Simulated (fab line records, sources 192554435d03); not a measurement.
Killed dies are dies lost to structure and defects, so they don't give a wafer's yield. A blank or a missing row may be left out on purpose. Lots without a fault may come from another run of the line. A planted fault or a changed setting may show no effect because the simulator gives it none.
fab line records | flow n5_finfet
record lots=7 wafers=20 last_day=19
route steps=1938 shown SD_EPI_N@276
lots that met no fault: from a run of the same line without faults
start_h: hours from the record's first day to the start of the lot's first wafer shown | wait_h: hours since the lot's step before | " the same as in the row above | L1.1+2: a row that stands for several wafers | - no value, or no start given | * or withheld: withheld | < > ~ a bound
route shown NAME@n: a module of which the file shows steps, and the number in the route of the first | usual: mean/standard deviation of fault-free wafers | same: alike in all rows | chamber/n: place in a boat | sites: the reading at each site | _std_site: their standard deviation | _edge_site: outer sites' mean less inner sites' | radius_mm: how far each site lies from the wafer's centre | mask NAME#n: copy n | behind: the tool/chamber that last shaped the wafer | hold: why the lot was held/for how many hours/how that ended | device: the transistor (n, p or np) that didn't switch | end of line: the same wafers' tests at the end of the route | a step without rows: its recipe alone | killed: dies lost to structure and defects at the first sort, not the wafer's yield | map: a wafer's dies, x killed, . not, _ none there
set.NAME: the setting as run; set.NAME@STEP: as run at that earlier step | model.NAME: the simulator's own value behind a step, which no gauge read
lots at some steps of the route; a table a step, a row a wafer
services: from which hour (start_h, from the record's first day; less than 0 if before it) a tool's chamber was out of use, for how many hours, and why
## steps
# step N5_SD_EPI_N_STRIP_36
# recipe chemistry=N2/H2 temp_c=40 n2_flow_sccm=200 h2_flow_sccm=200 rf_frequency_hz=6e+07
# step N5_SD_EPI_N_ETCHBACK_44
# recipe chemistry=CH3F/O2 mode=anisotropic_etchback target=SiNx target_depth_a=145 stop_on=SiO2 over_etch_frac=0.3 ion_energy_ev=120 pressure_mtorr=30 source_w=395 bias_w=73 Ar_flow_sccm=150 CH3F_flow_sccm=30 O2_flow_sccm=20
# usual CH3F_flow_sccm=30.00/0.075 drypump_motor_current_A=5.5/0.38 oes_product_au=0.68/0.076 rf_vpp_V=296/5.4 showerhead_plenum_p_Torr=2.00/0.075 throttle_valve_pct=16.35/0.26
# columns lot.wafer tool chamber start_h wait_h CH3F_flow_sccm drypump_motor_current_A oes_product_au rf_hours_counter_h rf_vpp_V showerhead_plenum_p_Torr throttle_valve_pct
L556.1 rie_diel-01 2 51.27 0.0 29.92 5.9 0.62 186 289 1.91 16.48
L556.4 " 0 " " 29.90 5.5 0.60 220 302 1.99 16.62
L556.6 " 0 " " 30.04 5.5 0.60 - 301 1.99 16.62
L559.3 rie_diel-04 3 70.27 0.0 29.86 5.8 0.61 231 287 1.89 16.69
L559.4 " 0 " " 30.02 5.1 0.60 224 298 1.99 16.70
L559.6 " 1 " " 30.08 6.5 0.80 - 300 1.97 16.48
L570.1 rie_diel-04 1 135.62 0.0 29.81 6.5 0.75 33 301 1.97 16.52
L570.4 " 1 " " 30.06 6.5 0.75 - 300 1.96 16.53
L570.6 " 2 " " 29.90 5.4 0.71 - 296 2.03 16.01
L573.1 rie_diel-01 0 149.85 0.0 30.19 5.5 0.82 1 302 1.98 16.20
L573.5 " 0 " " 30.04 5.5 0.81 - 301 1.98 16.20
L576.4 rie_diel-01 3 169.00 0.1 29.92 4.9 0.77 - 293 2.04 16.08
L576.5 " 0 " " 30.16 5.5 0.77 - 300 1.97 16.23
L576.6 " 2 " " 29.96 5.9 0.59 - 288 1.89 16.57
L577.2 rie_diel-01 2 175.06 0.0 29.90 5.9 0.58 239 287 1.89 16.56
L577.4 " 3 " " 30.01 4.9 0.78 - 295 2.04 16.07
L577.6 " 2 " " 30.04 5.9 0.59 - 287 1.89 16.58
L578.2 rie_diel-04 3 180.52 0.0 29.95 5.8 0.79 9 293 2.13 16.27
L578.3 " 1 " " 30.13 6.5 0.73 51 301 1.96 16.58
L578.4 " 1 " " 30.01 6.5 0.73 - 300 1.96 16.56
# step N5_SD_EPI_N_ETCH_45
# recipe chemistry=CH3F/O2 target=SiOCN target_depth_a=60 mask_material=SOC ion_energy_ev=60 bias_w=29 pressure_mtorr=15 source_w=410 Ar_flow_sccm=150 CH3F_flow_sccm=30 O2_flow_sccm=20
# usual CH3F_flow_sccm=30.01/0.091 drypump_motor_current_A=5.5/0.38 oes_product_au=0.80/0.095 rf_vpp_V=127.4/1 showerhead_plenum_p_Torr=1.99/0.075 throttle_valve_pct=23.34/0.24
# columns lot.wafer tool chamber start_h wait_h CH3F_flow_sccm drypump_motor_current_A oes_product_au rf_hours_counter_h rf_vpp_V showerhead_plenum_p_Torr throttle_valve_pct
L556.1 rie_diel-01 2 51.37 0.1 30.10 5.9 0.72 187 126.5 1.90 23.33
L556.4 " 0 " " 30.01 5.4 0.69 220 127.0 1.98 23.60
L556.6 " 0 " " 29.93 5.5 0.70 - 127.2 1.98 23.59
L559.3 rie_diel-04 3 70.37 0.1 29.88 5.8 0.69 231 126.9 1.88 23.61
L559.4 " 0 " " 29.94 5.1 0.69 224 127.4 1.98 23.66
L559.6 " 1 " " 30.22 6.5 0.95 - 128.6 1.97 23.62
L570.1 rie_diel-04 1 135.72 0.1 29.99 6.5 0.91 33 128.7 1.96 23.63
L570.4 " 1 " " 29.99 6.5 0.91 - 126.1 1.96 23.65
L570.6 " 2 " " 29.98 5.4 0.83 - 128.0 2.02 23.06
L573.1 rie_diel-01 0 149.95 0.1 29.88 5.5 0.95 1 127.0 1.97 23.30
L573.5 " 0 " " 30.06 5.5 0.95 - 126.1 1.97 23.31
L576.4 rie_diel-01 3 169.10 0.1 30.12 4.9 0.93 - 127.3 2.03 23.04
L576.5 " 0 " " 30.03 5.5 0.92 - 127.5 1.97 23.32
L576.6 " 2 " " 30.01 5.9 0.69 - 126.1 1.89 23.41
L577.2 rie_diel-01 2 175.16 0.1 29.97 6.0 0.68 239 127.9 1.89 23.41
L577.4 " 3 " " 30.09 4.9 0.91 - 128.2 2.03 23.04
L577.6 " 2 " " 29.98 5.9 0.68 - 126.0 1.89 23.40
L578.2 rie_diel-04 3 180.62 0.1 30.02 5.9 0.93 9 129.3 2.12 23.34
L578.3 " 1 " " 30.03 6.5 0.86 51 127.4 1.95 23.70
L578.4 " 1 " " 30.00 6.5 0.87 - 126.6 1.95 23.69
# step N5_SD_EPI_N_ETCH_16
# recipe chemistry=CHF3/O2 target=SiO2 target_depth_a=50 mask_material=SOC pressure_mtorr=30 source_w=650 bias_w=170 Ar_flow_sccm=200 CHF3_flow_sccm=50 O2_flow_sccm=5 ion_energy_ev=200
# usual drypump_motor_current_A=5.5/0.38 oes_product_au=0.80/0.095 rf_vpp_V=521/9.9 showerhead_plenum_p_Torr=2.41/0.088 throttle_valve_pct=18.91/0.24
# columns lot.wafer tool chamber start_h wait_h drypump_motor_current_A oes_product_au rf_hours_counter_h rf_vpp_V showerhead_plenum_p_Torr throttle_valve_pct
L556.1 rie_diel-01 2 51.47 0.1 6.0 0.72 187 508 2.30 18.99
L556.4 " 0 " " 5.5 0.68 220 530 2.39 19.16
L556.6 " 0 " " 5.5 0.69 - 531 2.39 19.17
L559.3 rie_diel-04 3 70.47 0.1 5.9 0.70 231 504 2.28 19.20
L559.4 " 0 " " 5.1 0.70 224 523 2.39 19.23
L559.6 " 1 " " 6.5 0.94 - 531 2.38 19.13
L570.1 rie_diel-04 1 135.82 0.1 6.5 0.90 33 531 2.37 19.15
L570.4 " 1 " " 6.5 0.89 - 530 2.37 19.16
L570.6 " 2 " " 5.4 0.83 - 522 2.44 18.60
L573.1 rie_diel-01 0 150.05 0.1 5.5 0.96 1 531 2.38 18.81
L573.5 " 0 " " 5.5 0.95 - 530 2.38 18.81
L576.4 rie_diel-01 3 169.17 0.0 5.0 0.92 - 519 2.46 18.67
L576.5 " 0 " " 5.5 0.91 - 531 2.38 18.83
L576.6 " 2 " " 5.9 0.69 - 505 2.29 19.09
L577.2 rie_diel-01 2 175.26 0.1 5.9 0.68 239 506 2.29 19.10
L577.4 " 3 " " 4.9 0.91 - 519 2.46 18.69
L577.6 " 2 " " 5.9 0.68 - 506 2.28 19.10
L578.2 rie_diel-04 3 180.72 0.1 5.9 0.94 9 515 2.56 18.87
L578.3 " 1 " " 6.5 0.87 51 528 2.36 19.17
L578.4 " 1 " " 6.5 0.87 - 530 2.36 19.17
# step N5_SD_EPI_N_STRIP_47
# recipe chemistry=CHF3/O2 resist=SiARC rf_frequency_hz=6e+07
# step N5_SD_EPI_N_SD_RECESS_17
# recipe chemistry=HBr/Cl2/O2 target_depth_a=410 mask_material=SOC time_s=23.7 bt_time_s=3 pressure_mtorr=10 icp_w=800 bias_w=112 HBr_flow_sccm=150 Cl2_flow_sccm=80 O2_flow_sccm=12
# usual drypump_motor_current_A=5.7/0.52 oes_product_au=1.007/0.0097 throttle_valve_pct=37.1/0.37
# columns lot.wafer tool chamber start_h wait_h drypump_motor_current_A oes_product_au rf_hours_counter_h throttle_valve_pct
L556.1 rie_si-05 3 51.55 0.0 6.1 1.009 88 37.4
L556.4 " 1 " " 5.6 0.997 113 36.8
L556.6 " 0 " " 5.6 1.001 - 37.1
L559.3 rie_si-05 2 70.54 0.0 6.3 0.997 128 36.8
L559.4 " 1 " " 5.6 0.992 - 36.7
L559.6 " 2 " " 6.3 1.002 - 36.8
L570.1 rie_si-05 0 135.89 0.0 5.6 1.005 42 37.1
L570.4 " 1 " " 5.6 0.997 115 36.8
L570.6 " 1 " " 5.6 0.989 - 36.8
L573.1 rie_si-03 2 150.12 0.0 5.1 1.010 121 36.9
L573.5 " 3 " " 5.8 0.990 - 38.0
L576.4 rie_si-03 2 169.22 0.0 5.0 1.009 121 36.9
L576.5 " 2 " " 5.1 1.006 - 36.9
L576.6 " 3 " " 5.8 0.994 - 38.0
L577.2 rie_si-03 3 175.33 0.0 5.8 0.993 4 38.0
L577.4 " 2 " " 5.1 1.010 121 37.0
L577.6 " 2 " " 5.1 1.009 - 36.9
L578.2 rie_si-04 0 180.79 0.0 5.2 1.008 179 36.8
L578.3 " 2 " " 5.8 1.002 153 37.3
L578.4 " 3 " " 6.5 1.009 50 37.2
# step N5_SD_EPI_N_STRIP_38
# recipe chemistry=N2/H2 power_w=1000 temp_c=250 h2_frac=0.65 overash_fraction=0.3 pressure_mtorr=withheld n2_flow_sccm=1750 h2_flow_sccm=3250
# usual drypump_motor_current_A=5.2/0.42 heater_power_w=314/12 oes_product_au=0.761/0.0099
# columns lot.wafer tool chamber start_h wait_h drypump_motor_current_A heater_power_w oes_product_au rf_hours_counter_h
L556.1 plasma_asher-02 1 51.64 0.1 4.7 297 0.772 89
L556.4 " 0 " " 5.2 321 0.761 -
L556.6 " 0 " " 5.2 319 0.756 -
L559.3 plasma_asher-02 0 70.66 0.1 5.2 322 0.754 -
L559.4 " 1 " " 4.7 293 0.750 -
L559.6 " 0 " " 5.2 326 0.755 -
L570.1 plasma_asher-02 1 135.99 0.1 4.8 295 0.746 105
L570.4 " 0 " " 5.3 320 0.774 -
L570.6 " 1 " " 4.7 301 0.759 -
L573.1 plasma_asher-01 0 150.22 0.1 5.2 314 0.765 48
L573.5 " 1 " " 5.9 312 0.760 -
L576.4 plasma_asher-02 0 169.34 0.1 5.2 323 0.764 -
L576.5 " 1 " " 4.7 303 0.755 -
L576.6 " 0 " " 5.2 319 0.746 -
L577.2 plasma_asher-01 1 175.42 0.1 5.9 311 0.764 52
L577.4 " 1 " " 5.9 310 0.753 -
L577.6 " 1 " " 5.9 309 0.755 -
L578.2 plasma_asher-02 1 180.88 0.1 4.7 297 0.772 115
L578.3 " 0 " " 5.2 325 0.769 -
L578.4 " 1 " " 4.7 306 0.783 -
# step N5_SD_EPI_N_WET_ETCH_43
# recipe chemistry=dHF dilution=withheld time_s=14 target=SiO2 target_depth_a=15 temp_c=25
# step N5_SD_EPI_N_STRIP_18
# recipe chemistry=SPM time_s=750 temp_c=130 h2so4_h2o2_vol_ratio=4
# step N5_SD_EPI_N_SRD_20
# recipe dry=ipa_marangoni do_ppb=5 time_s=30 temp_c=23 rinse_liquid=diw
# step N5_SD_EPI_N_PRECLEAN_48
# recipe chemistry=NF3:NH3 afs_cycles=2 temp_c=30 time_s=20 sublimation_temp_c=180 sublimation_time_s=60 pressure_torr=3 rf_power_w=30
# step N5_SD_EPI_N_VAPOR_ETCH_50
# recipe chemistry=HCl target=Si temp_c=775 time_s=54 pressure_torr=20 mode=isotropic
# step N5_SD_EPI_N_EPI_21
# recipe material=Si:P dopant=P temp_c=680 pressure_torr=255 time_s=690
# columns lot.wafer tool chamber start_h wait_h
L556.1+4+6 epi_rpcvd-03 0 52.71 0.2
L559.3+4+6 epi_rpcvd-01 0 72.09 0.7
L570.1+4+6 epi_rpcvd-01 0 137.08 0.2
L573.1+5 epi_rpcvd-02 0 151.29 0.2
L576.4+5+6 epi_rpcvd-02 0 171.39 1.2
L577.2+4+6 epi_rpcvd-02 0 176.60 0.4
L578.2+3+4 epi_rpcvd-02 0 182.05 0.4
# step N5_SD_EPI_N_EPI_MEAS_23
# recipe mode=xrd
# usual thk_nm=59.3/1.2
# columns lot.wafer tool chamber start_h wait_h thk_nm
L556.1 film_metro-02 - 54.99 1.9 58.1
L556.4 " - " " 58.2
L556.6 " - " " 58.7
L559.3 film_metro-02 - 73.25 0.9 58.9
L559.4 " - " " 59.5
L559.6 " - " " 60.9
L570.1 film_metro-02 - 139.36 1.9 60.8
L570.4 " - " " 60.3
L570.6 " - " " 60.8
L573.1 film_metro-01 - 153.57 1.9 60.2
L573.5 " - " " 57.8
L576.4 film_metro-01 - 172.57 0.8 54.6
L576.5 " - " " 54.0
L576.6 " - " " 53.2
L577.2 film_metro-02 - 178.04 1.2 52.6
L577.4 " - " " 53.4
L577.6 " - " " 55.6
L578.2 film_metro-02 - 183.49 1.2 53.0
L578.3 " - " " 55.2
L578.4 " - " " 52.8
# step N5_SD_EPI_N_PRECLEAN_24
# recipe chemistry=O3/DIW time_s=60 temp_c=22 o3_ppm=10
## services
# columns tool chamber start_h hours kind
rie_diel-01 3 32.21 1.2 repair
rie_diel-04 3 35.70 3.2 repair
plasma_asher-01 - 40.07 1.4 repair
rie_si-03 1 41.53 2.1 repair
rie_diel-01 1 44.79 3.1 repair
rie_si-03 - 54.11 4.0 pm
rie_si-04 - 61.52 0.4 repair
rie_si-05 3 70.10 7.6 repair
rie_diel-01 3 72.93 - clean
rie_diel-01 3 72.93 - consumable_replace:esc
rie_diel-01 3 72.93 - consumable_replace:focus_ring
rie_diel-01 3 72.93 27.6 scheduled_down
rie_diel-01 3 72.93 27.6 vent_cycle
rie_diel-04 1 80.43 8.6 repair
rie_diel-01 2 88.49 2.0 repair
epi_rpcvd-01 - 89.08 8.1 pm
rie_si-03 1 120.04 5.0 repair
rie_diel-01 0 128.11 - clean
rie_diel-01 0 128.11 - consumable_replace:focus_ring
rie_si-03 3 147.99 2.1 repair
rie_diel-01 1 153.53 - clean
rie_diel-04 2 165.85 1.5 repair
rie_diel-04 0 170.71 17.3 repair
rie_si-05 2 178.84 17.9 repair
## key
first_sign step=N5_SD_EPI_N_EPI_MEAS_23 reading=thk_nm direction=down sigmas=4.6 usual=* struck=*
effect none on later readings
met_at N5_SD_EPI_N_EPI_21
struck_wafers L576.4,L576.5,L576.6,L577.2,L577.4,L577.6,L578.2,L578.3,L578.4
rows_end L576.4,L576.5,L576.6
onset_between 151.29 171.39
also_fits time
fault kind=site_profile_drift tool=epi_rpcvd-02 chamber=- onset_h=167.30 steps=N5_SD_EPI_N_EPI_21 basis=fraction max_abs_drift=0.20921 slope_share_per_hr=104.61 site_pattern=0,0,0,0,0,-1,-1,-1,-1
# rows_end: these wafers met a further fault down the route, and their rows from its step on are left out
